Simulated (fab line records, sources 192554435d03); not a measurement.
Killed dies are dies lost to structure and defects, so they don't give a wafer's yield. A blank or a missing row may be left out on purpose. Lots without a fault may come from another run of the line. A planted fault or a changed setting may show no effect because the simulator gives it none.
fab line records | flow n5_finfet | part 1 of 2: steps 1 to 4 of 6
record lots=21 wafers=63 last_day=17
route steps=1938 shown PMOS_HMC_CHANNEL_EPI@68 FIN_SAQP@114 FIN_CUT@165
lots that met no fault: from a run of the same line without faults
start_h: hours from the record's first day to the start of the lot's first wafer shown | wait_h: hours since the lot's step before | " the same as in the row above | L1.1+2: a row that stands for several wafers | - no value, or no start given | * or withheld: withheld | < > ~ a bound
route shown NAME@n: a module of which the file shows steps, and the number in the route of the first | usual: mean/standard deviation of fault-free wafers | same: alike in all rows | chamber/n: place in a boat | sites: the reading at each site | _std_site: their standard deviation | _edge_site: outer sites' mean less inner sites' | radius_mm: how far each site lies from the wafer's centre | mask NAME#n: copy n | behind: the tool/chamber that last shaped the wafer | hold: why the lot was held/for how many hours/how that ended | device: the transistor (n, p or np) that didn't switch | end of line: the same wafers' tests at the end of the route | a step without rows: its recipe alone | killed: dies lost to structure and defects at the first sort, not the wafer's yield | map: a wafer's dies, x killed, . not, _ none there
set.NAME: the setting as run; set.NAME@STEP: as run at that earlier step | model.NAME: the simulator's own value behind a step, which no gauge read
steps of the route over a sample of lots; a table a step, a row a wafer
services: from which hour (start_h, from the record's first day; less than 0 if before it) a tool's chamber was out of use, for how many hours, and why
## steps
# step N5_PMOS_HMC_CHANNEL_EPI_DESCUM_14
# recipe chemistry=O2 time_s=7.9 source_power_w=50 bias_power_w=20 pressure_mtorr=20 rf_frequency_hz=2.712e+07 temp_c=40 resist=CAR-ArF-block o2_flow_sccm=225
# usual drypump_motor_current_A=5.9/0.59 oes_product_au=0.80/0.089 rf_fwd_power_W=49.45/0.26 rf_vpp_V=243.0/1.3 showerhead_plenum_p_Torr=2.09/0.057 throttle_valve_pct=20.37/0.27
# columns lot.wafer tool chamber start_h wait_h drypump_motor_current_A oes_product_au rf_fwd_power_W rf_hours_counter_h rf_vpp_V showerhead_plenum_p_Torr throttle_valve_pct
L074.1 rie_diel-01 3 17.34 0.1 6.3 0.76 49.67 134 242.2 2.11 20.21
L074.3 " 1 " " 6.4 0.70 49.24 249 244.4 2.14 20.76
L074.5 " 0 " " 5.1 0.68 49.40 - 242.7 2.07 20.41
L075.2 rie_diel-04 1 23.00 0.0 5.0 0.70 49.47 239 244.5 2.18 20.85
L075.5 " 2 " " 5.7 0.79 49.06 - 241.3 2.03 20.30
L075.6 " 1 " " 5.0 0.70 49.44 - 244.5 2.18 20.85
L076.3 rie_diel-04 0 30.16 0.0 6.1 0.77 49.37 134 244.7 2.17 20.37
L076.4 " 3 " " 6.7 0.85 49.52 83 240.9 2.04 20.18
L076.6 " 2 " " 5.7 0.78 49.11 - 242.7 2.03 20.30
L077.2 rie_diel-04 3 36.00 0.8 6.7 0.85 49.32 86 242.2 2.04 20.19
L077.4 " 0 " " 6.1 0.76 49.30 136 244.9 2.17 20.40
L077.6 " 1 " " 5.0 0.70 49.58 - 244.2 2.18 20.86
L078.4 rie_diel-01 2 41.91 0.0 6.8 0.84 49.47 - 241.6 2.04 19.95
L078.5 " 2 " " 6.8 0.84 49.58 - 243.0 2.04 19.96
L078.6 " 0 " " 5.1 0.68 49.54 - 242.6 2.07 20.43
L079.1 rie_diel-02 0 48.80 0.0 5.6 0.71 49.71 205 244.2 2.15 20.64
L079.3 " 1 " " 5.3 0.78 49.49 123 244.5 2.07 20.04
L079.5 " 0 " " 5.5 0.71 49.62 - 245.2 2.15 20.64
L080.2 rie_diel-01 1 53.51 0.0 6.3 0.98 49.12 3 244.1 2.14 20.52
L080.3 " 3 " " 6.3 0.77 49.47 142 241.7 2.11 20.23
L080.6 " 2 " " 6.8 0.83 49.52 - 242.8 2.03 19.97
L081.1 rie_diel-01 3 59.33 0.2 6.2 0.77 49.56 144 242.8 2.11 20.22
L081.4 " 2 " " 6.8 0.83 49.29 - 241.8 2.03 19.96
L081.5 " 3 " " 6.3 0.77 49.48 - 243.1 2.11 20.22
L083.1 rie_diel-01 0 72.07 0.0 5.1 0.98 49.45 3 243.0 2.07 20.08
L083.3 " 3 " " 6.3 0.77 49.59 148 242.7 2.11 20.23
L083.4 " 1 " " 6.3 0.96 49.32 8 242.6 2.14 20.53
L085.2 rie_diel-04 2 84.11 0.0 5.7 0.77 48.91 136 241.2 2.03 20.33
L085.3 " 0 " " 6.1 0.75 49.20 151 245.0 2.17 20.44
L085.6 " 2 " " 5.7 0.76 48.97 - 240.0 2.03 20.32
L086.2 rie_diel-01 1 89.58 0.2 6.3 0.94 49.20 14 244.5 2.14 20.55
L086.4 " 2 " " 6.8 0.82 49.84 97 242.9 2.03 19.99
L086.5 " 0 " " 5.1 0.97 49.48 - 242.1 2.07 20.08
L087.1 rie_diel-04 0 95.46 0.0 6.1 0.75 49.59 154 244.4 2.16 20.43
L087.5 " 3 " " 6.7 0.82 49.31 - 242.4 2.03 20.22
L087.6 " 0 " " 6.1 0.75 49.59 - 242.8 2.16 20.43
L088.4 rie_diel-04 3 101.71 0.5 6.6 0.83 49.67 106 242.0 2.03 20.22
L088.5 " 2 " " 5.7 0.76 48.90 - 241.0 2.02 20.34
L088.6 " 1 " " 5.0 0.93 49.49 - 242.2 2.17 20.57
L089.2 rie_diel-02 3 107.99 0.6 6.0 0.72 49.86 150 243.8 2.11 20.92
L089.5 " 3 " " 6.0 0.72 49.84 - 243.5 2.11 20.92
L089.6 " 1 " " 5.4 0.77 49.62 - 243.2 2.07 20.06
L090.2 rie_diel-02 1 113.50 0.0 5.4 0.76 49.85 144 242.9 2.06 20.05
L090.3 " 3 " " 6.0 0.71 49.77 153 242.9 2.11 20.93
L090.5 " 1 " " 5.4 0.76 49.78 - 244.4 2.06 20.06
L092.2 rie_diel-02 1 126.37 0.1 5.4 0.76 49.86 149 242.6 2.06 20.07
L092.4 " 1 " " 5.4 0.76 49.56 - 243.1 2.06 20.06
L092.5 " 0 " " 5.5 0.69 49.30 - 244.9 2.14 20.67
L093.2 rie_diel-04 3 131.27 0.2 6.7 0.82 49.18 116 241.6 2.03 20.24
L093.3 " 0 " " 6.1 0.75 49.46 164 245.1 2.16 20.44
L093.6 " 2 " " 5.7 0.75 49.12 - 240.5 2.02 20.34
L094.2 rie_diel-02 2 137.60 0.1 6.2 0.96 49.11 4 246.9 2.23 20.17
L094.3 " 3 " " 6.0 0.71 49.76 163 243.4 2.11 20.95
L094.5 " 0 " " 5.6 0.69 49.41 - 243.7 2.14 20.67
L095.2 rie_diel-04 2 143.43 0.0 5.7 0.74 49.04 156 241.8 2.02 20.36
L095.4 " 1 " " 5.0 0.88 49.59 - 243.2 2.17 20.59
L095.5 " 2 " " 5.7 0.75 48.88 - 241.2 2.02 20.36
L096.1 rie_diel-01 0 150.65 0.2 5.1 0.92 49.47 27 241.2 2.06 20.11
L096.4 " 1 " " 6.3 0.89 49.19 33 244.8 2.13 20.60
L096.6 " 2 " " 6.8 0.80 49.68 - 242.0 2.02 20.01
L097.3 rie_diel-04 3 155.86 0.6 6.7 0.81 49.42 126 243.6 2.03 20.25
L097.4 " 0 " " 6.1 0.75 49.55 168 244.0 2.16 20.43
L097.6 " 1 " " 5.0 0.88 49.66 - 244.2 2.17 20.61
# step N5_FIN_SAQP_DESCUM_21
# recipe chemistry=O2 time_s=7.9 source_power_w=50 bias_power_w=20 pressure_mtorr=20 rf_frequency_hz=2.712e+07 temp_c=40 resist=CAR-ArF o2_flow_sccm=225
# usual drypump_motor_current_A=5.4/0.52 oes_product_au=0.76/0.092 rf_fwd_power_W=49.41/0.23 rf_vpp_V=243.2/1.2 showerhead_plenum_p_Torr=2.10/0.055 throttle_valve_pct=20.61/0.2
# columns lot.wafer tool chamber start_h wait_h drypump_motor_current_A oes_product_au rf_fwd_power_W rf_hours_counter_h rf_vpp_V showerhead_plenum_p_Torr throttle_valve_pct
L074.1 rie_diel-03 0 21.72 0.0 6.3 0.72 49.08 218 240.9 2.06 20.61
L074.3 " 3 " " 5.5 0.75 49.22 173 245.2 2.18 20.68
L074.5 " 1 " " 5.9 0.70 49.34 - 242.0 2.08 20.77
L075.2 rie_diel-05 3 27.79 0.7 6.1 0.75 49.63 141 244.2 2.11 20.61
L075.5 " 0 " " 5.9 0.70 49.34 - 241.1 2.04 20.79
L075.6 " 1 " " 5.1 0.68 49.24 - 243.3 2.15 20.59
L076.3 rie_diel-05 1 34.84 0.0 5.1 0.69 49.39 237 244.2 2.15 20.60
L076.4 " 3 " " 6.1 0.75 49.58 144 242.5 2.11 20.61
L076.6 " 2 " " 4.8 0.78 49.48 - 242.3 2.04 20.56
L077.2 rie_diel-06 1 40.19 0.0 5.9 0.73 49.71 177 244.1 2.08 20.69
L077.4 " 3 " " 4.8 0.72 49.77 155 243.4 2.20 20.73
L077.6 " 0 " " 5.3 0.68 48.81 - 244.3 2.14 20.25
L078.4 rie_diel-05 1 46.16 0.0 5.1 0.67 49.38 - 244.5 2.14 20.60
L078.5 " 3 " " 6.1 0.75 49.21 - 242.4 2.11 20.62
L078.6 " 2 " " 4.8 0.78 49.46 - 243.0 2.04 20.59
L079.1 rie_diel-06 3 53.17 0.0 4.8 0.72 49.61 160 244.3 2.20 20.73
L079.3 " 1 " " 5.9 0.71 49.69 181 244.0 2.08 20.68
L079.5 " 2 " " 4.7 0.71 49.40 - 242.9 2.09 20.82
L080.2 rie_diel-06 3 58.07 0.3 4.8 0.72 49.78 162 243.8 2.20 20.74
L080.3 " 1 " " 5.9 0.70 49.61 183 243.9 2.08 20.68
L080.6 " 1 " " 5.9 0.70 49.95 - 243.6 2.08 20.71
L081.1 rie_diel-06 1 63.63 0.0 5.9 0.70 49.74 186 241.4 2.07 20.70
L081.4 " 3 " " 4.8 0.71 49.70 - 244.3 2.19 20.75
L081.5 " 2 " " 4.7 0.70 49.27 - 244.3 2.09 20.84
L083.1 rie_diel-03 0 76.39 0.0 6.3 0.70 49.00 241 242.5 2.05 20.65
L083.3 " 3 " " 5.5 0.73 49.35 196 245.4 2.17 20.72
L083.4 " 0 " " 6.3 0.70 48.86 - 242.0 2.05 20.66
L085.2 rie_diel-05 0 88.73 0.0 5.8 0.95 49.21 13 242.6 2.03 20.29
L085.3 " 3 " " 6.1 0.73 49.60 165 242.2 2.10 20.64
L085.6 " 1 " " 5.1 0.97 49.68 - 244.6 2.14 20.24
L086.2 rie_diel-06 3 96.53 0.0 4.9 0.71 49.74 177 243.6 2.19 20.76
L086.4 " 2 " " 4.7 0.68 49.54 223 242.2 2.09 20.85
L086.5 " 2 " " 4.7 0.69 49.45 - 241.2 2.09 20.87
L087.1 rie_diel-06 1 103.57 0.3 5.9 0.70 49.72 202 243.4 2.07 20.72
L087.5 " 2 " " 4.7 0.70 49.00 - 241.7 2.08 20.87
L087.6 " 1 " " 5.8 0.69 49.81 - 241.3 2.07 20.73
L088.4 rie_diel-05 0 107.11 0.1 5.9 0.93 49.40 19 243.4 2.03 20.31
L088.5 " 3 " " 6.1 0.72 49.62 - 242.1 2.10 20.66
L088.6 " 2 " " 4.9 0.77 49.45 - 242.6 2.03 20.63
L089.2 rie_diel-03 3 112.21 0.0 5.5 0.72 49.29 211 244.0 2.17 20.75
L089.5 " 3 " " 5.5 0.72 49.42 - 243.5 2.17 20.75
L089.6 " 2 " " 5.8 0.96 49.39 - 244.3 2.16 20.35
L090.2 rie_diel-05 0 119.82 0.2 5.9 0.93 49.34 23 242.6 2.03 20.32
L090.3 " 3 " " 6.1 0.72 49.80 177 242.5 2.10 20.66
L090.5 " 2 " " 4.8 0.75 49.36 - 240.2 2.03 20.61
L092.2 rie_diel-03 2 131.25 0.1 5.8 0.91 48.98 20 243.6 2.16 20.36
L092.4 " 0 " " 6.3 0.68 49.08 - 241.6 2.05 20.63
L092.5 " 2 " " 5.8 0.92 48.82 - 243.5 2.16 20.36
L093.2 rie_diel-05 2 135.87 0.1 4.8 0.75 49.22 149 241.7 2.03 20.64
L093.3 " 3 " " 6.1 0.71 49.52 183 244.3 2.09 20.66
L093.6 " 0 " " 5.9 0.90 49.32 - 241.4 2.03 20.33
L094.2 rie_diel-05 1 141.78 0.0 5.0 0.89 49.27 20 243.4 2.13 20.27
L094.3 " 3 " " 6.1 0.72 49.62 185 246.1 2.09 20.69
L094.5 " 3 " " 6.1 0.71 49.59 - 242.0 2.09 20.68
L095.2 rie_diel-05 3 148.97 0.9 6.1 0.71 49.67 189 243.4 2.09 20.67
L095.4 " 2 " " 4.8 0.74 49.23 156 241.8 2.02 20.64
L095.5 " 0 " " 5.9 0.89 49.57 - 242.5 2.03 20.32
L096.1 rie_diel-06 2 154.90 0.0 4.7 0.68 49.36 245 242.5 2.08 20.88
L096.4 " 1 " " 5.9 0.68 49.56 220 240.9 2.06 20.74
L096.6 " 0 " " 5.3 0.90 49.22 - 245.1 2.13 20.05
L097.3 rie_diel-03 1 160.48 0.3 5.9 0.97 49.36 5 242.5 2.06 20.36
L097.4 " 3 " " 5.5 0.71 49.29 - 243.7 2.16 20.77
L097.6 " 1 " " 5.9 0.97 49.65 - 242.6 2.06 20.36
# step N5_FIN_SAQP_ETCH_51
# recipe chemistry=CF4 target=SiARC target_depth_a=455 mask_material=CAR-ArF time_s=75.8 ion_energy_ev=80 pressure_mtorr=40 source_w=545 bias_w=36 Ar_flow_sccm=100 cf4_flow_sccm=100 ends=cleared
# usual drypump_motor_current_A=5.4/0.51 etch_rf_on_time_s=76.8/2.5 oes_product_au=0.65/0.082 rf_fwd_power_W=539.6/2.4 rf_vpp_V=184.2/0.99 showerhead_plenum_p_Torr=2.14/0.051 throttle_valve_pct=15.72/0.23
# columns lot.wafer tool chamber start_h wait_h drypump_motor_current_A etch_rf_on_time_s oes_product_au rf_fwd_power_W rf_hours_counter_h rf_vpp_V showerhead_plenum_p_Torr throttle_valve_pct
L074.1 rie_diel-03 0 21.76 0.0 6.3 79.5 0.58 537.5 218 184.2 2.15 16.07
L074.3 " 3 " " 5.5 77.4 0.63 539.7 173 184.6 2.21 15.79
L074.5 " 1 " " 5.9 77.1 0.61 538.1 - 185.0 2.10 15.80
L075.2 rie_diel-05 3 27.83 0.0 6.1 80.8 0.63 538.9 141 184.5 2.14 15.74
L075.5 " 0 " " 5.9 76.3 0.59 541.1 - 182.9 2.12 16.12
L075.6 " 1 " " 5.1 77.8 0.58 541.4 - 185.5 2.19 15.76
L076.3 rie_diel-05 1 34.88 0.0 5.1 77.9 0.58 542.2 237 184.9 2.19 15.77
L076.4 " 3 " " 6.0 80.5 0.63 540.4 144 185.0 2.14 15.72
L076.6 " 2 " " 4.9 73.1 0.67 539.7 - 184.4 2.07 15.58
L077.2 rie_diel-06 1 40.22 0.0 5.9 78.8 0.60 539.8 177 184.8 2.13 15.90
L077.4 " 3 " " 4.8 79.4 0.61 544.5 155 185.9 2.23 15.80
L077.6 " 0 " " 5.3 73.9 0.59 535.0 - 184.3 2.21 15.67
L078.4 rie_diel-05 1 46.20 0.0 5.1 78.1 0.57 542.8 - 186.1 2.18 15.79
L078.5 " 3 " " 6.1 80.7 0.62 541.9 - 183.8 2.14 15.74
L078.6 " 2 " " 4.8 72.6 0.68 537.3 - 182.4 2.07 15.61
L079.1 rie_diel-06 3 53.20 0.0 4.8 79.0 0.61 542.4 160 184.8 2.23 15.80
L079.3 " 1 " " 5.9 78.8 0.60 543.1 181 184.2 2.13 15.90
L079.5 " 2 " " 4.7 74.7 0.61 537.0 - 183.4 2.13 15.92
L080.2 rie_diel-06 3 58.10 0.0 4.8 79.1 0.61 540.1 162 185.4 2.23 15.79
L080.3 " 1 " " 5.9 80.5 0.59 543.0 183 183.0 2.13 15.90
L080.6 " 1 " " 5.9 79.4 0.60 542.2 - 184.5 2.13 15.92
L081.1 rie_diel-06 1 63.66 0.0 5.9 79.0 0.59 544.7 186 184.7 2.13 15.91
L081.4 " 3 " " 4.8 79.2 0.61 540.5 - 184.6 2.23 15.81
L081.5 " 2 " " 4.7 75.5 0.59 537.6 - 184.0 2.12 15.90
L083.1 rie_diel-03 0 76.42 0.0 6.3 79.6 0.57 534.0 241 185.2 2.14 16.11
L083.3 " 3 " " 5.5 77.2 0.62 539.8 196 185.1 2.20 15.83
L083.4 " 0 " " 6.3 79.0 0.57 536.5 - 185.2 2.14 16.10
L085.2 rie_diel-05 0 88.76 0.0 5.9 73.6 0.80 540.2 13 183.8 2.11 15.61
L085.3 " 3 " " 6.1 80.6 0.61 543.1 165 184.9 2.14 15.78
L085.6 " 1 " " 5.1 77.0 0.82 541.1 - 182.8 2.18 15.30
L086.2 rie_diel-06 3 96.57 0.0 4.8 79.0 0.60 542.4 177 183.5 2.22 15.83
L086.4 " 2 " " 4.7 75.7 0.59 540.7 223 183.9 2.12 15.94
L086.5 " 2 " " 4.7 75.5 0.59 539.7 - 184.0 2.12 15.95
L087.1 rie_diel-06 1 103.60 0.0 5.9 79.9 0.58 542.3 202 183.5 2.13 15.94
L087.5 " 2 " " 4.7 76.6 0.58 538.0 - 183.3 2.12 15.95
L087.6 " 1 " " 5.9 78.9 0.59 543.8 - 184.2 2.13 15.94
L088.4 rie_diel-05 0 107.15 0.0 5.9 74.1 0.80 538.5 19 182.5 2.11 15.63
L088.5 " 3 " " 6.1 81.9 0.61 544.0 - 183.4 2.13 15.78
L088.6 " 2 " " 4.8 73.5 0.66 534.3 - 183.8 2.06 15.64
L089.2 rie_diel-03 3 112.26 0.0 5.5 75.5 0.62 540.6 211 185.8 2.20 15.86
L089.5 " 3 " " 5.5 76.4 0.61 539.0 - 185.4 2.20 15.88
L089.6 " 2 " " 5.8 76.0 0.82 541.5 - 184.4 2.18 15.18
L090.2 rie_diel-05 0 119.86 0.0 5.9 73.3 0.79 536.9 23 182.8 2.11 15.63
L090.3 " 3 " " 6.1 81.2 0.60 539.5 177 184.0 2.13 15.79
L090.5 " 2 " " 4.8 73.0 0.66 536.9 - 182.8 2.06 15.67
L092.2 rie_diel-03 2 131.29 0.0 5.8 76.2 0.80 537.6 20 184.1 2.17 15.20
L092.4 " 0 " " 6.3 80.0 0.57 535.5 - 183.8 2.14 16.12
L092.5 " 2 " " 5.8 75.1 0.80 537.2 - 184.7 2.17 15.19
L093.2 rie_diel-05 2 135.91 0.0 4.8 73.2 0.65 537.7 149 182.7 2.05 15.67
L093.3 " 3 " " 6.1 81.2 0.60 542.9 183 184.5 2.13 15.81
L093.6 " 0 " " 5.9 74.8 0.77 540.5 - 184.1 2.11 15.64
L094.2 rie_diel-05 1 141.82 0.0 5.1 78.1 0.75 542.2 20 184.5 2.17 15.34
L094.3 " 3 " " 6.1 80.8 0.60 541.9 185 185.1 2.13 15.82
L094.5 " 3 " " 6.1 80.8 0.60 542.9 - 183.1 2.13 15.81
L095.2 rie_diel-05 3 149.00 0.0 6.1 81.3 0.59 541.2 189 183.7 2.13 15.81
L095.4 " 2 " " 4.8 73.7 0.64 538.0 156 183.1 2.05 15.67
L095.5 " 0 " " 5.9 74.4 0.77 537.2 - 183.8 2.10 15.65
L096.1 rie_diel-06 2 154.93 0.0 4.7 76.3 0.58 537.4 245 182.3 2.11 16.01
L096.4 " 1 " " 5.9 79.5 0.58 542.7 220 184.9 2.12 16.00
L096.6 " 0 " " 5.3 73.2 0.78 534.7 - 184.8 2.20 15.28
L097.3 rie_diel-03 1 160.52 0.0 5.9 74.4 0.82 539.2 5 183.5 2.08 15.35
L097.4 " 3 " " 5.5 77.8 0.60 539.2 - 185.4 2.19 15.91
L097.6 " 1 " " 5.9 74.9 0.82 540.2 - 183.8 2.08 15.37
# step N5_FIN_SAQP_CD_MEAS_37
# recipe target_cd_nm=8 polarity=line
# usual cd_nm=8.08/0.27
# columns lot.wafer tool chamber start_h wait_h cd_nm
L074.1 cd_sem-02 - 26.47 0.1 8.20
L074.3 " - " " 8.43
L074.5 " - " " 7.81
L075.2 cd_sem-02 - 32.10 0.1 8.10
L075.5 " - " " 7.65
L075.6 " - " " 7.90
L076.3 cd_sem-03 - 39.02 0.1 8.48
L076.4 " - " " 8.51
L076.6 " - " " 7.92
L077.2 cd_sem-03 - 44.35 0.1 8.28
L077.4 " - " " 8.14
L077.6 " - " " 7.99
L078.4 cd_sem-01 - 51.47 0.1 8.12
L078.5 " - " " 7.78
L078.6 " - " " 8.14
L079.1 cd_sem-01 - 57.67 0.1 8.18
L079.3 " - " " 8.21
L079.5 " - " " 8.31
L080.2 cd_sem-01 - 62.14 0.1 8.21
L080.3 " - " " 8.18
L080.6 " - " " 8.32
L081.1 cd_sem-01 - 67.98 0.1 7.88
L081.4 " - " " 7.91
L081.5 " - " " 8.18
L083.1 cd_sem-02 - 81.03 0.1 8.20
L083.3 " - " " 7.55
L083.4 " - " " 8.55
L085.2 cd_sem-02 - 92.75 0.1 7.77
L085.3 " - " " 7.98
L085.6 " - " " 8.24
L086.2 cd_sem-02 - 106.24 0.1 8.10
L086.4 " - " " 8.17
L086.5 " - " " 7.97
L087.1 cd_sem-03 - 110.76 0.1 8.03
L087.5 " - " " 8.23
L087.6 " - " " 8.14
L088.4 cd_sem-02 - 114.21 0.1 7.97
L088.5 " - " " 7.69
L088.6 " - " " 8.49
L089.2 cd_sem-03 - 116.88 0.1 7.77
L089.5 " - " " 8.45
L089.6 " - " " 7.98
L090.2 cd_sem-02 - 124.47 0.1 8.29
L090.3 " - " " 8.65
L090.5 " - " " 8.19
L092.2 cd_sem-03 - 135.43 0.1 8.14
L092.4 " - " " 8.01
L092.5 " - " " 8.45
L093.2 cd_sem-03 - 140.18 0.1 8.41
L093.3 " - " " 8.27
L093.6 " - " " 8.10
L094.2 cd_sem-02 - 146.37 0.1 8.35
L094.3 " - " " 7.64
L094.5 " - " " 8.12
L095.2 cd_sem-03 - 154.38 0.1 8.35
L095.4 " - " " 8.06
L095.5 " - " " 8.26
L096.1 cd_sem-03 - 159.49 0.1 8.28
L096.4 " - " " 7.89
L096.6 " - " " 8.32
L097.3 cd_sem-03 - 164.96 0.1 7.96
L097.4 " - " " 7.82
L097.6 " - " " 8.45
